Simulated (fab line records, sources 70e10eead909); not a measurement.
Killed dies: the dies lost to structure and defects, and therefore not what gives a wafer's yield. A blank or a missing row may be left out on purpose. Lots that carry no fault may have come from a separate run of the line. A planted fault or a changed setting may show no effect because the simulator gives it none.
Chamber matching | flow nand-harc | rie-diel-10 running NHARC_A_CONTACT_ETCH_90: 4 sister chambers
The step etches the open film in CH3F/O2, target depth 40 nm, time 85.7 s. 4 wafers are shown with their chamber, then 12 later ones without.

== WAFERS PAIRED WITH THEIR CHAMBERS ==
wafer  | chamber | drypump-motor-current-A (A)
L085.1 | 1       | 6.1
L093.1 | 2       | 5.8
L093.2 | 0       | 5.7
L093.6 | 3       | 6.4

== WAFERS WHOSE CHAMBER IS MISSING ==
wafer  | drypump-motor-current-A (A)
L095.2 | 6.2
L095.3 | 5.8
L095.4 | 5.7
L094.2 | 5.7
L094.3 | 6.2
L094.6 | 5.7
L096.1 | 6.2
L096.2 | 5.8
L096.3 | 5.7
L097.1 | 5.8
L097.5 | 6.2
L097.6 | 5.7

== WHICH CHAMBER EACH WENT THROUGH ==
wafer  | from the rows above     | in truth
L095.2 | can't be placed: 1 or 3 | 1
L095.3 | can't be placed: 2 or 0 | 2
L095.4 | can't be placed: 0 or 2 | 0
L094.2 | can't be placed: 0 or 2 | 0
L094.3 | can't be placed: 1 or 3 | 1
L094.6 | can't be placed: 0 or 2 | 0
L096.1 | can't be placed: 1 or 3 | 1
L096.2 | can't be placed: 2 or 0 | 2
L096.3 | can't be placed: 0 or 2 | 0
L097.1 | can't be placed: 2 or 0 | 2
L097.5 | can't be placed: 1 or 3 | 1
L097.6 | can't be placed: 0 or 2 | 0
Correctly placed: 0 of 12. Cannot be placed on the basis of these rows: 12; the candidates contain the true chamber in 12. Placed wrongly: 0.
How it was worked out, from the rows above alone: a wafer's distance from a chamber is the root of the sum, over the readings, of the square of ((its reading less the chamber's mean) divided by the reading's scatter). The wafer belongs to the nearest chamber; if the next one is less than 2 further off, it can't be placed. A chamber's mean is the mean of its shown wafers. The scatter (one wafer shown for each chamber): square how far every hidden wafer sits from the nearest shown wafer, average those squares and take the square root.
